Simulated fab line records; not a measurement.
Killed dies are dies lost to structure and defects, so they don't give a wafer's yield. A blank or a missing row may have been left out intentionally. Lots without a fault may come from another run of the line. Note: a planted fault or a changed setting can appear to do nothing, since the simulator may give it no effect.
fab line records -- flow nand_harc
record: lots: 7, wafers: 21, last_day: 24
route steps=1159 shown A_CONTACT@957 A_BLC@964 END@1159
lots with no fault: from the same line, run without faults
start_h: hours from the record's opening day to when the first of the lot's shown wafers began -- wait_h: hours from the lot's prior step to this one -- " unchanged from the row above -- L1.1+2: one row covering several wafers at once -- - value missing, or start not given -- * or withheld: withheld -- < > ~ a bound
route shown NAME@n: NAME is a module with steps in the file, n the number in the route of the first one -- usual: mean/standard deviation taken from wafers without a fault -- same: alike in all rows -- chamber/n: place in a boat -- sites: the reading at each site -- _std_site: the values' standard deviation -- _edge_site: mean of outer sites minus mean of inner sites -- radius_mm: for every site, how far away it sits from the centre of the wafer -- mask NAME#n: copy n -- behind: the last tool/chamber to shape the wafer -- hold: why the lot went on hold/how many hours it stayed there/how the hold came to an end -- device: whichever transistor did not switch (one of n, p or np) -- end of line: the tests these same wafers got at the end of their route -- step lacking rows: just its recipe -- killed: at the first sort, the dies lost to defects and structure; wafer yield is something else -- map: the dies of a wafer, with x for killed, . for not killed, _ for no die there
set.NAME: the setting that was run; set.NAME@STEP: the one run at that earlier step -- model.NAME: the simulator's own value behind a step, which no gauge read
lots at some steps of the route; a table a step, a row a wafer
services: when a tool's chamber went out of use (start_h, in hours from the record's first day, below 0 if earlier), for how many hours, and the reason
== steps ==
step: NHARC_A_CONTACT_STRIP_27
recipe: time_s: 600, temp_c: 30, chemistry: post_etch_residue_remover
step: NHARC_A_CONTACT_ALD_18
recipe: target_thk_a: 30, pulse_time_s: 1, ald_cycles: 150, temp_c: 450, material: TiN
usual: heater_power_w: 1099/68, precursor_pulse_height_rel: 1.001/0.019
lot.wafer,tool,chamber,start_h,wait_h,heater_power_w,precursor_pulse_height_rel
L108.1,ald_metal-04,3,379.05,-,1167,1.010
L108.5,ald_metal-04,1,379.05,-,1028,1.010
L108.6,ald_metal-04,2,379.05,-,1090,0.991
L113.3,ald_metal-01,3,412.37,-,1075,1.002
L113.1,ald_metal-01,0,412.37,-,1122,0.990
L113.4,ald_metal-01,1,412.37,-,1005,0.983
L125.1,ald_metal-01,2,495.88,-,1215,1.008
L125.5,ald_metal-01,2,495.88,-,1247,0.991
L125.4,ald_metal-01,3,495.88,-,1092,1.016
L124.2,ald_metal-04,1,496.98,-,969,0.995
L124.3,ald_metal-04,2,496.98,-,1085,0.996
L124.5,ald_metal-04,2,496.98,-,1085,0.976
L127.2,ald_metal-04,0,509.58,-,997,1.018
L127.6,ald_metal-04,1,509.58,-,1020,1.021
L127.5,ald_metal-04,2,509.58,-,1122,1.005
L129.4,ald_metal-04,0,519.48,-,1017,0.971
L129.3,ald_metal-04,1,519.48,-,977,1.006
L129.6,ald_metal-04,2,519.48,-,1116,1.007
L128.1,ald_metal-03,2,519.93,-,1117,1.000
L128.3,ald_metal-03,3,519.93,-,1158,1.017
L128.6,ald_metal-03,0,519.93,-,1011,1.008
step: NHARC_A_CONTACT_CVD_19
recipe: target_thk_a: 3000, temp_c: 300, pressure_torr: 40, wf6_flow_sccm: 40, h2_flow_sccm: 1600, ar_flow_sccm: 1560, time_s: 802, material: W
usual: heater_power_w: 469/30, throttle_valve_pct: 7.87/0.21
same: time_s: 802
lot.wafer,tool,chamber,start_h,wait_h,heater_power_w,throttle_valve_pct
L108.1,cvd_w-01,0,-,-,489,7.68
L108.5,cvd_w-01,1,-,-,438,8.14
L108.6,cvd_w-01,0,-,-,501,7.93
L113.1,cvd_w-01,0,-,-,501,7.52
L113.3,cvd_w-01,1,-,-,455,8.13
L113.4,cvd_w-01,0,-,-,499,8.01
L125.1,cvd_w-02,1,-,-,486,7.58
L125.4,cvd_w-02,0,-,-,429,7.80
L125.5,cvd_w-02,0,-,-,443,8.18
L124.2,cvd_w-01,1,-,-,453,7.97
L124.3,cvd_w-01,0,-,-,539,7.57
L124.5,cvd_w-01,0,-,-,540,7.59
L127.2,cvd_w-01,1,-,-,449,8.18
L127.5,cvd_w-01,1,-,-,438,7.97
L127.6,cvd_w-01,0,-,-,526,7.75
L129.3,cvd_w-02,0,-,-,437,8.11
L129.4,cvd_w-02,1,-,-,476,7.65
L129.6,cvd_w-02,1,-,-,485,7.81
L128.1,cvd_w-01,1,-,-,446,7.95
L128.3,cvd_w-01,1,-,-,442,7.95
L128.6,cvd_w-01,0,-,-,533,7.70
step: NHARC_A_CONTACT_CMP_20
recipe: t_overpolish_s: 30, target_thk_nm: 300
usual: motor_current_A: 12.3/1.2, overpolish_run_s: 30.000/0.0092, time_to_endpoint_s: 60/4.2
lot.wafer,tool,chamber,start_h,wait_h,motor_current_A,overpolish_run_s,time_to_endpoint_s
L108.1,cmp-03,0,380.16,0.7,11.5,30.001,50
L108.6,cmp-03,2,380.16,0.7,13.2,29.997,61
L108.5,cmp-03,3,380.16,0.7,13.4,30.016,58
L113.3,cmp-01,0,417.83,0.5,12.8,30.000,62
L113.4,cmp-01,1,417.83,0.5,11.9,30.012,64
L113.1,cmp-01,3,417.83,0.5,12.2,29.993,58
L125.4,cmp-04,1,502.38,0.5,13.0,30.003,66
L125.1,cmp-04,2,502.38,0.5,9.5,30.001,62
L125.5,cmp-04,1,502.38,0.5,13.0,30.013,67
L124.2,cmp-01,3,502.54,0.8,11.9,30.016,55
L124.3,cmp-01,1,502.54,0.8,11.6,29.989,62
L124.5,cmp-01,3,502.54,0.8,12.3,30.007,52
L127.2,cmp-01,1,514.67,0.8,11.1,30.000,65
L127.6,cmp-01,3,514.67,0.8,11.9,29.996,61
L127.5,cmp-01,0,514.67,0.8,12.8,30.023,63
L129.3,cmp-04,3,522.90,0.5,12.1,30.001,67
L129.4,cmp-04,0,522.90,0.5,11.7,30.014,65
L129.6,cmp-04,3,522.90,0.5,12.5,29.999,66
L128.3,cmp-03,3,526.71,0.5,13.7,30.002,59
L128.1,cmp-03,0,526.71,0.5,12.0,30.006,54
L128.6,cmp-03,2,526.71,0.5,12.7,29.987,64
step: NHARC_A_CONTACT_SRD_22
step: NHARC_A_CONTACT_INSPECT_23
usual: raw_defect_count: 456/140
lot.wafer,tool,chamber,start_h,wait_h,raw_defect_count
L108.1,defect_inspect-02,-,380.52,0.1,422
L108.5,defect_inspect-02,-,380.52,0.1,407
L108.6,defect_inspect-02,-,380.52,0.1,327
L113.1,defect_inspect-01,-,418.23,0.1,460
L113.3,defect_inspect-01,-,418.23,0.1,425
L113.4,defect_inspect-01,-,418.23,0.1,447
L125.1,defect_inspect-02,-,502.75,0.1,617
L125.4,defect_inspect-02,-,502.75,0.1,461
L125.5,defect_inspect-02,-,502.75,0.1,424
L124.2,defect_inspect-02,-,502.94,0.1,525
L124.3,defect_inspect-02,-,502.94,0.1,499
L124.5,defect_inspect-02,-,502.94,0.1,402
L127.2,defect_inspect-02,-,515.02,0.1,473
L127.5,defect_inspect-02,-,515.02,0.1,588
L127.6,defect_inspect-02,-,515.02,0.1,754
L129.3,defect_inspect-02,-,523.30,0.1,255
L129.4,defect_inspect-02,-,523.30,0.1,323
L129.6,defect_inspect-02,-,523.30,0.1,288
L128.1,defect_inspect-02,-,527.09,0.1,393
L128.3,defect_inspect-02,-,527.09,0.1,623
L128.6,defect_inspect-02,-,527.09,0.1,899
step: NHARC_A_BLC_DEHYDRATE_00
recipe: temp_c: 150, time_s: 120
step: NHARC_A_BLC_HMDS_01
recipe: time_s: 30
step: NHARC_A_BLC_COAT_02
recipe: temp_c: 260, time_s: 75
step: NHARC_A_BLC_COAT_03
recipe: temp_c: 225, time_s: 65
step: NHARC_A_BLC_COAT_04
recipe: spin_rpm: 1500, resist_thk_nm: 90
step: NHARC_A_BLC_SOFTBAKE_05
recipe: temp_c: 105, time_s: 55
usual: heater_power_total_W: 188.44/0.12
same: time_s: 55
lot.wafer,tool,chamber,start_h,wait_h,heater_power_total_W
L108.1,litho_track-04,0,380,-,188.28
L108.5,litho_track-04,0,380,-,188.44
L108.6,litho_track-04,0,380,-,188.39
L113.1,litho_track-01,0,418,-,188.47
L113.3,litho_track-01,0,418,-,188.56
L113.4,litho_track-01,0,418,-,188.55
L125.1,litho_track-01,0,502,-,185.27
L125.4,litho_track-01,0,502,-,185.31
L125.5,litho_track-01,0,502,-,185.47
L124.2,litho_track-01,0,503,-,185.28
L124.3,litho_track-01,0,503,-,185.38
L124.5,litho_track-01,0,503,-,185.33
L127.2,litho_track-01,0,515,-,185.24
L127.5,litho_track-01,0,515,-,185.39
L127.6,litho_track-01,0,515,-,185.48
L129.3,litho_track-06,0,523,-,188.31
L129.4,litho_track-06,0,523,-,188.48
L129.6,litho_track-06,0,523,-,188.30
L128.1,litho_track-04,0,527,-,188.57
L128.3,litho_track-04,0,527,-,188.46
L128.6,litho_track-04,0,527,-,188.42
step: NHARC_A_BLC_EBR_06
step: NHARC_END_SORT_01
recipe: temp_c: 25
usual: killed_at_array: 25/9.7, killed_at_other: 0.7/0.87, killed_at_periphery: 3.3/2.3, killed_dies: 29/11, killed_open: 3.6/2.1, killed_short: 2.3/1.7
same: gross_dies: 677
lot.wafer,tool,chamber,start_h,wait_h,killed_at_array,killed_at_other,killed_at_periphery,killed_dies,killed_open,killed_short
L108.1,prober-02,0,442.23,2.5,26,2,2,30,7,0
L108.5,prober-02,0,445.44,3.7,28,0,2,30,2,3
L108.6,prober-02,0,446.24,4.0,20,2,0,22,1,0
L113.1,prober-01,0,460.82,2.5,20,0,5,25,4,2
L113.3,prober-01,0,462.44,3.1,20,0,3,23,4,2
L113.4,prober-01,0,463.25,3.4,25,0,1,26,7,0
L124.2,prober-02,0,551.40,2.8,37,0,6,43,5,3
L124.3,prober-02,0,552.20,3.1,43,1,3,47,3,3
L124.5,prober-02,0,553.81,3.7,31,1,0,32,1,3
L125.1,prober-01,0,552.19,2.5,26,0,4,30,1,1
L125.4,prober-01,0,554.62,3.4,22,0,1,23,5,0
L125.5,prober-01,0,555.43,3.7,21,1,3,25,4,4
L127.2,prober-02,0,563.87,2.8,41,1,4,46,2,1
L127.5,prober-02,0,566.29,3.7,36,3,6,45,4,1
L127.6,prober-02,0,567.09,4.0,41,0,5,46,6,4
L128.1,prober-02,0,582.60,2.5,44,2,3,49,7,2
L128.3,prober-02,0,584.18,3.1,44,2,4,50,7,7
L128.6,prober-02,0,586.56,4.0,40,1,2,43,2,2
L129.3,prober-01,0,584.14,3.1,19,2,1,22,2,3
L129.4,prober-01,0,584.93,3.4,17,2,3,22,2,2
L129.6,prober-01,0,586.51,3.9,21,1,2,24,1,2
killed by level:class
L108.1 A_CHANNEL_HOLE_D1:chamber_film_flake=10 A_SLIT:chamber_film_flake=8 A_CONTACT:geometric_particle:open=3 A_ONON_D1:geometric_particle:open=2 A_STAIRCASE:chamber_film_flake=2 THIN_TSV:chamber_film_flake=2 P_STI:geometric_particle:open=1 A_WL_FILL:geometric_particle:open=1
L108.5 A_SLIT:chamber_film_flake=11 A_CHANNEL_HOLE_D1:chamber_film_flake=9 A_CONTACT:chamber_film_flake=3 P_CONTACT:geometric_particle:short=1 P_M1:geometric_particle:open=1 A_CHANNEL_FILL_D1:geometric_particle:open=1 A_CONTACT:geometric_particle:short=1 A_M1:geometric_particle:short=1
L108.6 A_CHANNEL_HOLE_D1:chamber_film_flake=9 A_SLIT:chamber_film_flake=9 THIN_TSV:chamber_film_flake=2 A_M0:geometric_particle:open=1 A_CONTACT:chamber_film_flake=1
L113.1 A_CHANNEL_HOLE_D1:chamber_film_flake=12 A_CONTACT:geometric_particle:open=2 P_STI:chamber_film_flake=2 P_M0:geometric_particle:short=1 P_M1:geometric_particle:open=1 A_CHANNEL_FILL_D1:geometric_particle:open=1 A_CONTACT:geometric_particle:short=1 P_ZERO_WELL:chamber_film_flake=1
L113.3 A_CHANNEL_HOLE_D1:chamber_film_flake=11 A_CONTACT:geometric_particle:open=2 A_CONTACT:chamber_film_flake=2 P_M0:geometric_particle:open=1 A_CHANNEL_FILL_D1:geometric_particle:short=1 A_WL_FILL:geometric_particle:open=1 A_CONTACT:geometric_particle:short=1 P_STI:chamber_film_flake=1
L113.4 A_CHANNEL_HOLE_D1:chamber_film_flake=15 A_CONTACT:chamber_film_flake=3 A_ONON_D1:geometric_particle:open=2 A_CONTACT:geometric_particle:open=2 P_M0:geometric_particle:open=1 A_SOURCE_PLATE:geometric_particle:open=1 A_BLC:geometric_particle:open=1 A_STAIRCASE:chamber_film_flake=1
L124.2 A_SLIT:chamber_film_flake=16 A_CHANNEL_HOLE_D1:chamber_film_flake=14 P_CONTACT:geometric_particle:open=2 P_M0:geometric_particle:open=2 A_CONTACT:chamber_film_flake=2 P_M0:geometric_particle:short=1 A_CHANNEL_FILL_D1:geometric_particle:short=1 A_WL_FILL:geometric_particle:short=1
L125.1 A_STAIRCASE:chamber_film_flake=11 A_CHANNEL_HOLE_D1:chamber_film_flake=7 A_CONTACT:chamber_film_flake=6 P_ZERO_WELL:chamber_film_flake=2 A_SOURCE_PLATE:geometric_particle:open=1 A_WL_FILL:geometric_particle:short=1 P_STI:chamber_film_flake=1 P_M0:chamber_film_flake=1
L124.3 A_SLIT:chamber_film_flake=17 A_CHANNEL_HOLE_D1:chamber_film_flake=12 A_CONTACT:chamber_film_flake=4 A_STAIRCASE:chamber_film_flake=4 A_CHANNEL_FILL_D1:geometric_particle:short=3 A_CHANNEL_FILL_D1:geometric_particle:open=2 P_STI:chamber_film_flake=2 P_M0:geometric_particle:open=1
L124.5 A_SLIT:chamber_film_flake=13 A_CHANNEL_HOLE_D1:chamber_film_flake=12 A_ZERO_WELL:chamber_film_flake=2 A_ONON_D1:geometric_particle:short=1 A_WL_FILL:geometric_particle:short=1 A_M0:geometric_particle:open=1 STARTING-WAFER:geometric_particle:short=1 A_WL_FILL:chamber_film_flake=1
L125.4 A_CHANNEL_HOLE_D1:chamber_film_flake=8 A_CONTACT:chamber_film_flake=6 A_CHANNEL_FILL_D1:geometric_particle:open=3 A_STAIRCASE:chamber_film_flake=3 A_CONTACT:geometric_particle:open=1 A_M0:geometric_particle:open=1 P_ZERO_WELL:chamber_film_flake=1
L125.5 A_CONTACT:chamber_film_flake=8 A_CHANNEL_HOLE_D1:chamber_film_flake=4 A_STAIRCASE:chamber_film_flake=3 P_GATE:geometric_particle:open=1 P_M1:geometric_particle:open=1 A_SOURCE_PLATE:geometric_particle:open=1 A_ONON_D1:geometric_particle:short=1 A_CHANNEL_FILL_D1:geometric_particle:short=1
L127.2 A_SLIT:chamber_film_flake=20 A_CHANNEL_HOLE_D1:chamber_film_flake=14 P_M1:chamber_film_flake=3 A_STAIRCASE:chamber_film_flake=2 A_CONTACT:chamber_film_flake=2 A_WL_FILL:geometric_particle:open=1 A_CONTACT:geometric_particle:short=1 A_M1:geometric_particle:open=1
L127.5 A_CHANNEL_HOLE_D1:chamber_film_flake=13 A_SLIT:chamber_film_flake=13 P_M1:chamber_film_flake=5 A_CONTACT:chamber_film_flake=5 A_STAIRCASE:chamber_film_flake=2 THIN_TSV:chamber_film_flake=2 P_CONTACT:geometric_particle:short=1 A_CHANNEL_FILL_D1:geometric_particle:open=1
L127.6 A_SLIT:chamber_film_flake=14 A_CHANNEL_HOLE_D1:chamber_film_flake=13 A_CONTACT:chamber_film_flake=5 P_M1:chamber_film_flake=4 A_ONON_D1:geometric_particle:short=3 A_CONTACT:geometric_particle:open=3 P_CONTACT:geometric_particle:open=1 A_CHANNEL_HOLE_D1:geometric_particle:short=1
L128.1 A_SLIT:chamber_film_flake=15 A_CHANNEL_HOLE_D1:chamber_film_flake=8 A_CONTACT:chamber_film_flake=5 A_BLC:chamber_film_flake=4 P_CONTACT:geometric_particle:open=2 A_M0:geometric_particle:open=2 A_STAIRCASE:chamber_film_flake=2 A_WL_FILL:chamber_film_flake=2
L129.3 A_CHANNEL_HOLE_D1:chamber_film_flake=6 A_CONTACT:chamber_film_flake=5 A_STAIRCASE:chamber_film_flake=2 A_SLIT:chamber_film_flake=2 P_M0:geometric_particle:open=1 A_ONON_D1:geometric_particle:short=1 A_CHANNEL_FILL_D1:geometric_particle:short=1 A_BLC:geometric_particle:open=1
L128.3 A_SLIT:chamber_film_flake=16 A_CHANNEL_HOLE_D1:chamber_film_flake=5 A_BLC:chamber_film_flake=5 A_CONTACT:chamber_film_flake=4 A_CHANNEL_FILL_D1:geometric_particle:short=2 A_CONTACT:geometric_particle:open=2 P_STI:geometric_particle:open=1 P_GATE:geometric_particle:open=1
L129.4 A_CHANNEL_HOLE_D1:chamber_film_flake=9 A_CONTACT:chamber_film_flake=3 P_STI:chamber_film_flake=2 P_M1:geometric_particle:open=1 A_ONON_D1:geometric_particle:short=1 A_WL_FILL:geometric_particle:short=1 STARTING-WAFER:geometric_particle:open=1 A_STAIRCASE:chamber_film_flake=1
L129.6 A_CHANNEL_HOLE_D1:chamber_film_flake=8 A_CHANNEL_FILL_D1:chamber_film_flake=3 A_STAIRCASE:chamber_film_flake=3 A_ZERO_WELL:chamber_film_flake=2 A_CONTACT:chamber_film_flake=2 P_GATE:geometric_particle:open=1 A_CONTACT:geometric_particle:short=1 A_BLC:geometric_particle:short=1
L128.6 A_SLIT:chamber_film_flake=19 A_CHANNEL_HOLE_D1:chamber_film_flake=8 A_CONTACT:chamber_film_flake=3 A_ZERO_WELL:chamber_film_flake=2 A_STAIRCASE:chamber_film_flake=2 A_BLC:chamber_film_flake=2 P_M2:geometric_particle:open=1 A_CHANNEL_HOLE_D1:geometric_particle:open=1
== services ==
tool,chamber,start_h,hours,kind
cmp-03,-,356.39,4.0,pm
ald_metal-03,3,364.04,6.3,repair
cmp-04,-,368.02,1.4,repair
cmp-01,-,375.81,4.0,pm
cvd_w-02,-,383.97,13.0,pm
cmp-04,-,397.24,1.0,repair
cmp-04,-,399.00,4.0,pm
ald_metal-04,-,406.00,10.0,pm
cmp-03,-,407.07,1.3,repair
litho_track-01,-,443.00,7.0,pm
ald_metal-04,-,444.03,0.4,repair
cmp-03,-,454.39,4.0,pm
ald_metal-01,-,458.00,10.0,pm
litho_track-06,-,467.00,7.0,pm
cmp-01,-,473.81,4.0,pm
cmp-04,-,475.59,14.5,repair
cvd_w-01,-,477.74,13.0,pm
cmp-03,-,480.24,1.4,repair
litho_track-04,-,491.00,7.0,pm
ald_metal-01,1,492.52,32.7,repair
cmp-04,-,497.00,4.0,pm
ald_metal-03,-,500.00,10.0,pm
cmp-03,-,501.46,2.8,repair
cmp-01,-,521.09,1.1,repair
== key ==
first_sign: step: NHARC_A_BLC_SOFTBAKE_05, reading: heater_power_total_W, direction: down, sigmas: 25, usual: *, struck: *
effect none on later readings
met_at NHARC_A_BLC_SOFTBAKE_05
struck_wafers L124.2,L124.3,L124.5,L125.1,L125.4,L125.5,L127.2,L127.5,L127.6
tester_left_out L124,L125,L127
onset_between 418 502
fault: kind: process_parameter_drift, tool: litho_track-01, chamber: -, onset_h: 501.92, steps: NHARC_A_BLC_SOFTBAKE_05, channel: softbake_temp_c, offset: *, shape: step, end_h: 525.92, acts_in: *, stated: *
tester_left_out: of these lots the tester's yield and bins aren't shown, on N5 and GAA mostly nor the transistor test; their killed dies are dies lost to structure and defects alone, not to doping, threshold or leakage, so they don't give the yield
